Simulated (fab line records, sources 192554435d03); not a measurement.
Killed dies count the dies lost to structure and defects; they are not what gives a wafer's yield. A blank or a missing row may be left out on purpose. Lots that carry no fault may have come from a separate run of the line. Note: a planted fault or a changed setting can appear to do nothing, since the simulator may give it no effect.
fab line records	flow n5-finfet	part 1 of 2: steps 1 to 4 of 6
record lots=24	wafers=72	last-day=18
route steps=1938 shown BEOL_M3@980 BEOL_M4@1021
lots that met no fault: from a run of the same line without faults
start-h: hours from the record's opening day to when the first of the lot's shown wafers began	wait-h: hours elapsed since this lot's preceding step	" unchanged from the row above	L1.1+2: a row that stands for several wafers	- value missing, or start not given	* or withheld: withheld	< > ~ a bound
route shown NAME@n: NAME is a module with steps in the file, n the number in the route of the first one	usual: the fault-free wafers' mean and standard deviation	same: alike in all rows	chamber/n: place in a boat	sites: the reading at each site	_std_site: the values' standard deviation	_edge_site: the outer-site mean with the inner-site mean subtracted	radius-mm: for every site, how far away it sits from the centre of the wafer	mask NAME#n: copy n	behind: tool/chamber where the wafer was last shaped	hold: the reason the lot was held/the length of the hold in hours/how it ended	device: transistor that didn't switch, given as n, p or np	end of line: the tests these same wafers got at the end of their route	for a step that has no rows: nothing shown but its recipe	killed: dies that structure and defects cost at the first sort, which is not the same as the wafer's yield	map: shows each die of a wafer: x if killed, . if not, _ if none is there
set.NAME: setting as actually run; set.NAME@STEP: the setting as run at that earlier step	model.NAME: the simulator's own value behind a step, which no gauge read
a sample of lots followed through the steps of the route, with each step as a table and each wafer as a row
services: the hour from which a tool's chamber was out of use, counted from the record's first day as start-h (under 0 if before that day), plus the number of hours and why
## steps
# step N5_BEOL_M3_TRENCH_ETCH_37
# recipe chemistry=C4F6/O2	target-depth-a=555.55	target=SiOC	time-s=29.2	ion-energy-ev=250	pressure-mtorr=30	source-w=355	bias-w=185	Ar_flow_sccm=300	C4F6_flow_sccm=10	O2_flow_sccm=10
# usual O2_flow_sccm=10.00/0.031	drypump-motor-current-A=5.7/0.38	oes-product-au=0.76/0.084	rf-vpp-V=669/8.3	showerhead-plenum-p-Torr=2.86/0.089	throttle-valve-pct=20.89/0.22
lot.wafer	tool	chamber	start-h	wait-h	O2_flow_sccm	drypump-motor-current-A	oes-product-au	rf-hours-counter-h	rf-vpp-V	showerhead-plenum-p-Torr	throttle-valve-pct
L074.2	rie-diel-04	0	-	-	10.02	5.6	0.85	51	668	2.78	20.89
L074.3	"	2	"	"	10.00	6.5	0.65	296	661	2.78	21.37
L074.6	"	1	"	"	10.01	5.9	0.69	-	677	2.94	21.02
L075.1	rie-diel-06	3	-	-	10.07	5.2	0.76	153	675	2.96	20.65
L075.2	"	2	"	"	9.99	5.9	0.71	191	682	2.95	20.94
L075.3	"	1	"	"	10.02	5.8	0.74	142	659	2.73	21.00
L076.1	rie-diel-04	0	-	-	9.96	5.6	0.84	53	668	2.78	20.88
L076.3	"	1	"	"	9.99	5.9	0.68	228	678	2.94	21.02
L076.4	"	3	"	"	9.96	5.1	0.78	-	657	2.86	21.20
L077.2	rie-diel-06	2	-	-	10.02	5.9	0.71	194	680	2.94	20.94
L077.3	"	3	"	"	9.99	5.2	0.77	156	675	2.96	20.66
L077.4	"	1	"	"	10.00	5.8	0.74	145	660	2.73	20.99
L078.1	rie-diel-06	0	-	-	9.99	5.7	0.69	238	672	2.92	20.74
L078.2	"	2	"	"	10.04	5.9	0.71	198	679	2.94	20.95
L078.5	"	0	"	"	10.01	5.7	0.70	-	671	2.92	20.75
L080.1	rie-diel-06	0	-	-	9.94	5.8	0.70	240	673	2.92	20.74
L080.3	"	3	"	"	9.96	5.2	0.75	162	678	2.96	20.67
L080.5	"	0	"	"	9.91	5.7	0.70	-	672	2.92	20.74
L079.2	rie-diel-04	0	-	-	9.98	5.6	0.85	59	669	2.78	20.90
L079.4	"	2	"	"	9.99	6.5	0.99	-	657	2.78	20.93
L079.5	"	3	"	"	10.02	5.1	0.77	-	656	2.86	21.17
L081.2	rie-diel-06	3	-	-	10.01	5.2	0.76	163	677	2.96	20.67
L081.3	"	0	"	"	10.04	5.7	0.70	242	672	2.92	20.74
L081.6	"	0	"	"	10.01	5.7	0.70	-	673	2.92	20.75
L082.3	rie-diel-05	0	-	-	9.97	6.0	0.71	196	669	2.94	21.30
L082.4	"	1	"	"	10.03	5.5	0.71	188	671	2.71	20.97
L082.5	"	1	"	"	9.97	5.5	0.72	-	671	2.71	20.96
L083.3	rie-diel-06	0	-	-	10.01	5.7	0.70	247	672	2.92	20.75
L083.5	"	2	"	"	10.04	6.0	0.71	-	680	2.94	20.95
L083.6	"	1	"	"	10.01	5.8	0.73	-	659	2.73	21.01
L084.2	rie-diel-06	1	-	-	10.02	5.8	0.72	160	659	2.73	21.01
L084.5	"	2	"	"	10.06	5.9	0.71	-	680	2.94	20.97
L084.6	"	3	"	"	9.99	5.2	0.75	-	676	2.95	20.68
L086.1	rie-diel-05	0	-	-	10.00	6.0	0.71	204	668	2.93	21.29
L086.3	"	1	"	"	9.96	5.5	0.71	196	671	2.71	20.97
L086.5	"	3	"	"	10.01	5.7	0.82	-	662	2.75	20.54
L085.3	rie-diel-06	1	-	-	9.98	5.8	0.72	162	659	2.73	21.02
L085.4	"	3	"	"	10.02	5.2	0.74	-	677	2.95	20.69
L085.6	"	1	"	"	10.04	5.8	0.71	-	658	2.73	21.03
L087.2	rie-diel-04	0	-	-	9.94	5.6	0.82	73	668	2.77	20.93
L087.4	"	1	"	"	10.02	5.9	0.67	245	678	2.93	21.05
L087.5	"	3	"	"	10.00	5.1	0.75	-	656	2.85	21.22
L088.1	rie-diel-06	3	-	-	10.02	5.2	0.74	180	676	2.95	20.71
L088.2	"	2	"	"	10.03	5.9	0.69	219	679	2.93	20.98
L088.4	"	1	"	"	9.99	5.8	0.72	166	657	2.72	21.04
L089.1	rie-diel-05	2	-	-	10.02	5.1	0.84	67	661	2.88	20.78
L089.5	"	0	"	"	10.01	6.0	0.70	-	669	2.93	21.32
L089.6	"	1	"	"	9.98	5.6	0.70	-	669	2.71	20.98
L090.3	rie-diel-06	0	-	-	10.00	5.8	0.97	5	671	2.91	20.40
L090.5	"	2	"	"	10.02	5.9	0.69	-	680	2.93	20.99
L090.6	"	3	"	"	10.00	5.2	0.73	-	676	2.95	20.70
L091.1	rie-diel-04	1	-	-	9.99	5.9	0.66	250	677	2.93	21.05
L091.4	"	2	"	"	10.02	6.5	0.91	20	656	2.77	20.95
L091.5	"	2	"	"	9.97	6.5	0.92	-	658	2.77	20.95
L093.2	rie-diel-06	3	-	-	10.07	5.2	0.74	190	675	2.95	20.71
L093.3	"	0	"	"	10.02	5.7	0.95	11	672	2.91	20.41
L093.4	"	2	"	"	9.96	6.0	0.70	229	680	2.93	20.98
L092.4	rie-diel-04	0	-	-	10.02	5.6	0.80	90	668	2.76	20.95
L092.5	"	2	"	"	9.99	6.6	0.90	-	655	2.76	20.97
L092.6	"	1	"	"	10.00	5.9	0.97	-	676	2.93	20.63
L094.1	rie-diel-05	2	-	-	9.98	5.1	0.84	73	661	2.88	20.80
L094.4	"	0	"	"	9.98	6.0	0.69	222	667	2.92	21.32
L094.5	"	1	"	"	10.00	5.5	0.69	-	672	2.70	21.00
L095.2	rie-diel-06	1	-	-	10.02	5.8	0.71	182	661	2.72	21.05
L095.4	"	2	"	"	10.04	5.9	0.69	235	678	2.93	21.00
L095.6	"	0	"	"	10.03	5.7	0.95	-	673	2.91	20.43
L096.1	rie-diel-06	2	-	-	10.04	5.9	0.69	239	680	2.92	21.01
L096.5	"	0	"	"	9.99	5.7	0.92	-	672	2.90	20.43
L096.6	"	3	"	"	9.97	5.2	0.72	-	675	2.94	20.75
L097.1	rie-diel-06	1	-	-	9.99	5.8	0.71	187	658	2.72	21.08
L097.3	"	3	"	"	9.97	5.2	0.72	202	677	2.94	20.74
L097.5	"	3	"	"	10.03	5.2	0.73	-	674	2.94	20.73
# step N5_BEOL_M3_ETCH_41
# recipe chemistry=CH3F/O2	target=SiCN	target-depth-a=299	taper-deg=2	time-s=52.5	ion-energy-ev=120	mask-material=TiN	pressure-mtorr=30	source-w=395	bias-w=75	Ar_flow_sccm=150	CH3F_flow_sccm=30	O2_flow_sccm=20
# usual O2_flow_sccm=20.00/0.054	drypump-motor-current-A=5.7/0.38	oes-product-au=0.76/0.084	rf-vpp-V=297.7/1.6	showerhead-plenum-p-Torr=2.01/0.065	throttle-valve-pct=16.37/0.21
lot.wafer	tool	chamber	start-h	wait-h	O2_flow_sccm	drypump-motor-current-A	oes-product-au	rf-hours-counter-h	rf-vpp-V	showerhead-plenum-p-Torr	throttle-valve-pct
L074.2	rie-diel-04	0	-	-	20.09	5.6	0.85	51	296.6	1.95	16.29
L074.3	"	2	"	"	19.99	6.5	0.64	296	296.2	1.95	16.88
L074.6	"	1	"	"	19.95	5.9	0.69	-	298.2	2.07	16.51
L075.1	rie-diel-06	3	-	-	20.06	5.2	0.76	153	298.7	2.09	16.17
L075.2	"	2	"	"	20.00	5.9	0.72	191	298.5	2.07	16.43
L075.3	"	1	"	"	19.90	5.8	0.73	142	294.5	1.92	16.48
L076.1	rie-diel-04	0	-	-	19.99	5.6	0.85	53	296.0	1.95	16.31
L076.3	"	1	"	"	19.92	5.9	0.69	228	298.9	2.07	16.53
L076.4	"	3	"	"	19.98	5.1	0.78	-	298.9	2.01	16.59
L077.2	rie-diel-06	2	-	-	20.08	5.9	0.72	194	299.7	2.07	16.43
L077.3	"	3	"	"	19.88	5.2	0.78	156	300.3	2.08	16.16
L077.4	"	1	"	"	20.02	5.8	0.74	145	297.4	1.92	16.50
L078.1	rie-diel-06	0	-	-	19.93	5.7	0.70	238	298.9	2.05	16.29
L078.2	"	2	"	"	20.01	5.9	0.72	198	298.1	2.07	16.44
L078.5	"	0	"	"	19.93	5.7	0.69	-	298.2	2.05	16.28
L080.1	rie-diel-06	0	-	-	19.95	5.8	0.70	240	299.6	2.05	16.28
L080.3	"	3	"	"	19.98	5.2	0.76	162	300.4	2.08	16.19
L080.5	"	0	"	"	19.94	5.7	0.70	-	298.4	2.05	16.28
L079.2	rie-diel-04	0	-	-	20.02	5.6	0.83	59	295.1	1.95	16.31
L079.4	"	2	"	"	19.95	6.5	0.99	-	295.7	1.95	16.31
L079.5	"	3	"	"	19.96	5.1	0.78	-	297.3	2.01	16.61
L081.2	rie-diel-06	3	-	-	20.04	5.2	0.75	163	298.9	2.08	16.18
L081.3	"	0	"	"	19.97	5.7	0.70	242	298.5	2.05	16.29
L081.6	"	0	"	"	19.94	5.7	0.70	-	297.9	2.05	16.29
L082.3	rie-diel-05	0	-	-	19.98	5.9	0.70	196	297.7	2.07	16.75
L082.4	"	1	"	"	19.95	5.5	0.71	188	297.0	1.90	16.46
L082.5	"	1	"	"	19.98	5.5	0.71	-	295.8	1.90	16.45
L083.3	rie-diel-06	0	-	-	19.89	5.7	0.69	247	298.5	2.05	16.30
L083.5	"	2	"	"	19.98	5.9	0.71	-	298.6	2.07	16.46
L083.6	"	1	"	"	20.06	5.7	0.73	-	295.7	1.92	16.51
L084.2	rie-diel-06	1	-	-	19.98	5.8	0.73	160	294.9	1.91	16.52
L084.5	"	2	"	"	20.06	5.9	0.71	-	297.5	2.07	16.47
L084.6	"	3	"	"	20.03	5.2	0.75	-	299.8	2.08	16.21
L086.1	rie-diel-05	0	-	-	20.06	6.0	0.71	204	297.0	2.06	16.76
L086.3	"	1	"	"	19.96	5.5	0.70	196	296.9	1.90	16.48
L086.5	"	3	"	"	19.95	5.7	0.81	-	296.0	1.93	16.06
L085.3	rie-diel-06	1	-	-	20.08	5.7	0.72	162	295.7	1.91	16.52
L085.4	"	3	"	"	19.90	5.2	0.74	-	300.0	2.08	16.20
L085.6	"	1	"	"	19.99	5.8	0.72	-	293.9	1.91	16.52
L087.2	rie-diel-04	0	-	-	20.10	5.6	0.81	73	297.1	1.95	16.36
L087.4	"	1	"	"	20.09	5.9	0.67	245	299.5	2.06	16.56
L087.5	"	3	"	"	20.03	5.1	0.76	-	297.6	2.00	16.65
L088.1	rie-diel-06	3	-	-	20.03	5.2	0.74	180	301.3	2.08	16.21
L088.2	"	2	"	"	19.93	5.9	0.70	219	299.1	2.06	16.49
L088.4	"	1	"	"	19.98	5.8	0.73	166	295.7	1.91	16.53
L089.1	rie-diel-05	2	-	-	20.03	5.1	0.85	67	299.2	2.02	16.24
L089.5	"	0	"	"	20.06	5.9	0.71	-	296.9	2.06	16.78
L089.6	"	1	"	"	19.92	5.6	0.70	-	295.4	1.90	16.49
L090.3	rie-diel-06	0	-	-	20.00	5.7	0.97	5	299.6	2.05	15.85
L090.5	"	2	"	"	20.06	5.9	0.70	-	300.2	2.06	16.49
L090.6	"	3	"	"	20.11	5.2	0.74	-	298.2	2.08	16.24
L091.1	rie-diel-04	1	-	-	19.98	5.9	0.66	250	297.2	2.06	16.55
L091.4	"	2	"	"	20.02	6.5	0.91	20	295.9	1.94	16.34
L091.5	"	2	"	"	20.02	6.5	0.91	-	297.4	1.94	16.35
L093.2	rie-diel-06	3	-	-	19.87	5.2	0.74	190	297.9	2.07	16.24
L093.3	"	0	"	"	20.09	5.7	0.95	11	297.5	2.05	15.86
L093.4	"	2	"	"	19.99	5.9	0.69	229	299.3	2.06	16.50
L092.4	rie-diel-04	0	-	-	20.06	5.6	0.80	90	296.7	1.94	16.37
L092.5	"	2	"	"	20.09	6.5	0.91	-	296.5	1.94	16.37
L092.6	"	1	"	"	19.97	5.9	0.98	-	298.5	2.06	16.06
L094.1	rie-diel-05	2	-	-	19.96	5.1	0.84	73	297.2	2.02	16.26
L094.4	"	0	"	"	20.03	6.0	0.70	222	298.3	2.06	16.79
L094.5	"	1	"	"	20.06	5.5	0.69	-	294.3	1.90	16.50
L095.2	rie-diel-06	1	-	-	20.13	5.8	0.71	182	295.5	1.91	16.57
L095.4	"	2	"	"	20.00	5.9	0.70	235	297.4	2.06	16.52
L095.6	"	0	"	"	19.92	5.7	0.93	-	297.5	2.04	15.87
L096.1	rie-diel-06	2	-	-	20.02	6.0	0.68	239	298.0	2.06	16.54
L096.5	"	0	"	"	20.06	5.7	0.92	-	297.9	2.04	15.87
L096.6	"	3	"	"	19.94	5.2	0.72	-	300.2	2.07	16.26
L097.1	rie-diel-06	1	-	-	19.88	5.8	0.70	187	297.8	1.90	16.55
L097.3	"	3	"	"	19.98	5.2	0.73	202	299.8	2.07	16.26
L097.5	"	3	"	"	19.98	5.2	0.72	-	298.4	2.07	16.26
# step N5_BEOL_M3_SPUTTER_79
# recipe material=Cu	target-thk-a=45	temp-c=-20	chamber-pressure-pa=0.07	power-w=withheld	time-s=8.29
# usual chuck-sensor-temp-C=-15.8/0.42	throttle-valve-pct=30.9/0.75
lot.wafer	tool	chamber	start-h	wait-h	chuck-sensor-temp-C	throttle-valve-pct
L074.2	pvd-sputter-02	-	148.78	0.1	-16.1	31.3
L074.3	"	-	"	"	-15.7	30.2
L074.6	"	-	"	"	-15.8	32.0
L075.1	pvd-sputter-01	-	149.62	0.1	-17.2	31.4
L075.2	"	-	"	"	-15.4	30.6
L075.3	"	-	"	"	-15.3	30.5
L076.1	pvd-sputter-03	-	161.75	0.1	-15.4	29.5
L076.3	"	-	"	"	-15.9	31.0
L076.4	"	-	"	"	-15.7	30.3
L077.2	pvd-sputter-02	-	162.06	0.1	-15.6	30.2
L077.3	"	-	"	"	-15.8	32.2
L077.4	"	-	"	"	-15.7	31.0
L078.1	pvd-sputter-02	-	176.26	0.1	-15.7	30.2
L078.2	"	-	"	"	-16.0	31.3
L078.5	"	-	"	"	-15.5	31.3
L080.1	pvd-sputter-02	-	179.40	0.1	-15.7	30.9
L080.3	"	-	"	"	-15.8	32.1
L080.5	"	-	"	"	-15.7	30.1
L079.2	pvd-sputter-01	-	179.59	0.1	-17.3	31.3
L079.4	"	-	"	"	-15.2	31.9
L079.5	"	-	"	"	-15.3	31.0
L081.2	pvd-sputter-01	-	185.35	0.1	-17.3	31.2
L081.3	"	-	"	"	-15.3	30.4
L081.6	"	-	"	"	-15.4	30.4
L082.3	pvd-sputter-03	-	192.17	0.1	-15.6	30.9
L082.4	"	-	"	"	-15.8	30.2
L082.5	"	-	"	"	-15.8	30.2
L083.3	pvd-sputter-02	-	200.35	0.1	-16.1	31.3
L083.5	"	-	"	"	-16.3	31.4
L083.6	"	-	"	"	-15.8	32.1
L084.2	pvd-sputter-01	-	216.18	0.1	-17.0	31.6
L084.5	"	-	"	"	-15.2	30.3
L084.6	"	-	"	"	-17.2	31.3
L086.1	pvd-sputter-02	-	216.71	0.1	-15.6	30.1
L086.3	"	-	"	"	-15.7	31.1
L086.5	"	-	"	"	-15.7	32.1
L085.3	pvd-sputter-01	-	222.34	0.1	-17.2	31.3
L085.4	"	-	"	"	-15.5	30.5
L085.6	"	-	"	"	-15.4	30.6
L087.2	pvd-sputter-01	-	227.05	0.1	-15.1	30.6
L087.4	"	-	"	"	-15.4	30.6
L087.5	"	-	"	"	-15.4	30.5
L088.1	pvd-sputter-03	-	229.51	0.1	-16.1	30.5
L088.2	"	-	"	"	-15.7	31.4
L088.4	"	-	"	"	-15.7	29.3
L089.1	pvd-sputter-02	-	241.34	0.1	-15.6	32.2
L089.5	"	-	"	"	-15.7	32.1
L089.6	"	-	"	"	-16.2	31.3
L090.3	pvd-sputter-02	-	245.04	0.1	-15.8	30.2
L090.5	"	-	"	"	-15.7	32.2
L090.6	"	-	"	"	-15.7	30.4
L091.1	pvd-sputter-03	-	245.39	0.1	-16.2	30.5
L091.4	"	-	"	"	-15.6	29.3
L091.5	"	-	"	"	-15.7	30.0
L093.2	pvd-sputter-02	-	265.65	0.1	-15.6	32.0
L093.3	"	-	"	"	-15.5	30.0
L093.4	"	-	"	"	-16.0	31.2
L092.4	pvd-sputter-03	-	270.97	0.1	-15.4	30.2
L092.5	"	-	"	"	-15.6	30.4
L092.6	"	-	"	"	-16.2	30.5
L094.1	pvd-sputter-03	-	273.13	0.1	-15.8	30.4
L094.4	"	-	"	"	-16.3	30.5
L094.5	"	-	"	"	-16.1	30.6
L095.2	pvd-sputter-02	-	288.74	0.1	-15.7	31.1
L095.4	"	-	"	"	-16.2	31.3
L095.6	"	-	"	"	-15.6	32.1
L096.1	pvd-sputter-02	-	299.44	0.1	-15.6	31.2
L096.5	"	-	"	"	-15.7	32.2
L096.6	"	-	"	"	-16.1	31.6
L097.1	pvd-sputter-03	-	300.25	0.1	-16.2	30.4
L097.3	"	-	"	"	-15.4	29.3
L097.5	"	-	"	"	-15.9	31.2
# step N5_BEOL_M3_SPUTTER_90
# recipe material=Cu	target-thk-a=45	temp-c=-20	chamber-pressure-pa=0.07	power-w=withheld	time-s=8.29
# usual chuck-sensor-temp-C=-15.7/0.44	throttle-valve-pct=30.9/0.79
lot.wafer	tool	chamber	start-h	wait-h	chuck-sensor-temp-C	throttle-valve-pct
L074.2	pvd-sputter-02	-	149.66	0.1	-16.0	31.5
L074.3	"	-	"	"	-15.6	30.0
L074.6	"	-	"	"	-15.9	32.0
L075.1	pvd-sputter-01	-	150.50	0.1	-17.3	31.2
L075.2	"	-	"	"	-15.3	30.7
L075.3	"	-	"	"	-15.2	30.5
L076.1	pvd-sputter-03	-	162.63	0.1	-15.5	29.2
L076.3	"	-	"	"	-15.7	31.2
L076.4	"	-	"	"	-15.7	29.9
L077.2	pvd-sputter-02	-	162.94	0.1	-15.5	30.1
L077.3	"	-	"	"	-15.7	32.2
L077.4	"	-	"	"	-15.6	31.3
L078.1	pvd-sputter-02	-	177.14	0.1	-15.7	30.3
L078.2	"	-	"	"	-16.3	31.3
L078.5	"	-	"	"	-15.6	31.2
L080.1	pvd-sputter-02	-	180.28	0.1	-15.5	31.2
L080.3	"	-	"	"	-15.6	32.0
L080.5	"	-	"	"	-15.5	30.3
L079.2	pvd-sputter-01	-	181.55	1.2	-17.2	31.4
L079.4	"	-	"	"	-15.2	32.0
L079.5	"	-	"	"	-15.3	30.8
L081.2	pvd-sputter-01	-	186.23	0.1	-17.3	31.5
L081.3	"	-	"	"	-15.3	30.4
L081.6	"	-	"	"	-15.4	30.9
L082.3	pvd-sputter-03	-	193.05	0.1	-16.0	31.1
L082.4	"	-	"	"	-15.8	30.2
L082.5	"	-	"	"	-15.7	30.0
L083.3	pvd-sputter-02	-	201.23	0.1	-16.2	31.4
L083.5	"	-	"	"	-16.2	31.3
L083.6	"	-	"	"	-15.6	32.0
L084.2	pvd-sputter-01	-	217.06	0.1	-17.2	31.0
L084.5	"	-	"	"	-15.3	30.4
L084.6	"	-	"	"	-17.2	30.9
L086.1	pvd-sputter-02	-	217.59	0.1	-15.6	30.3
L086.3	"	-	"	"	-15.5	31.2
L086.5	"	-	"	"	-15.5	32.1
L085.3	pvd-sputter-01	-	223.22	0.1	-17.2	31.3
L085.4	"	-	"	"	-15.3	30.3
L085.6	"	-	"	"	-15.3	30.6
L087.2	pvd-sputter-01	-	227.93	0.1	-15.2	30.5
L087.4	"	-	"	"	-15.3	30.6
L087.5	"	-	"	"	-15.5	30.6
L088.1	pvd-sputter-03	-	230.39	0.1	-16.1	30.6
L088.2	"	-	"	"	-16.0	31.2
L088.4	"	-	"	"	-15.6	29.2
L089.1	pvd-sputter-02	-	242.22	0.1	-15.7	32.2
L089.5	"	-	"	"	-15.6	32.2
L089.6	"	-	"	"	-16.1	31.3
L090.3	pvd-sputter-02	-	245.92	0.1	-15.5	30.1
L090.5	"	-	"	"	-15.5	31.9
L090.6	"	-	"	"	-15.7	30.0
L091.1	pvd-sputter-03	-	246.27	0.1	-16.2	30.3
L091.4	"	-	"	"	-15.4	29.4
L091.5	"	-	"	"	-15.8	30.3
L093.2	pvd-sputter-02	-	266.53	0.1	-15.5	32.1
L093.3	"	-	"	"	-15.8	30.2
L093.4	"	-	"	"	-16.0	31.7
L092.4	pvd-sputter-03	-	271.85	0.1	-15.9	30.1
L092.5	"	-	"	"	-15.7	30.0
L092.6	"	-	"	"	-16.2	30.4
L094.1	pvd-sputter-03	-	274.01	0.1	-15.8	30.3
L094.4	"	-	"	"	-16.1	30.5
L094.5	"	-	"	"	-16.3	30.7
L095.2	pvd-sputter-02	-	289.62	0.1	-15.6	31.3
L095.4	"	-	"	"	-16.0	30.9
L095.6	"	-	"	"	-15.6	31.9
L096.1	pvd-sputter-02	-	300.32	0.1	-15.5	31.2
L096.5	"	-	"	"	-15.6	32.1
L096.6	"	-	"	"	-16.1	31.2
L097.1	pvd-sputter-03	-	301.13	0.1	-16.1	30.6
L097.3	"	-	"	"	-15.6	29.0
L097.5	"	-	"	"	-15.7	31.4
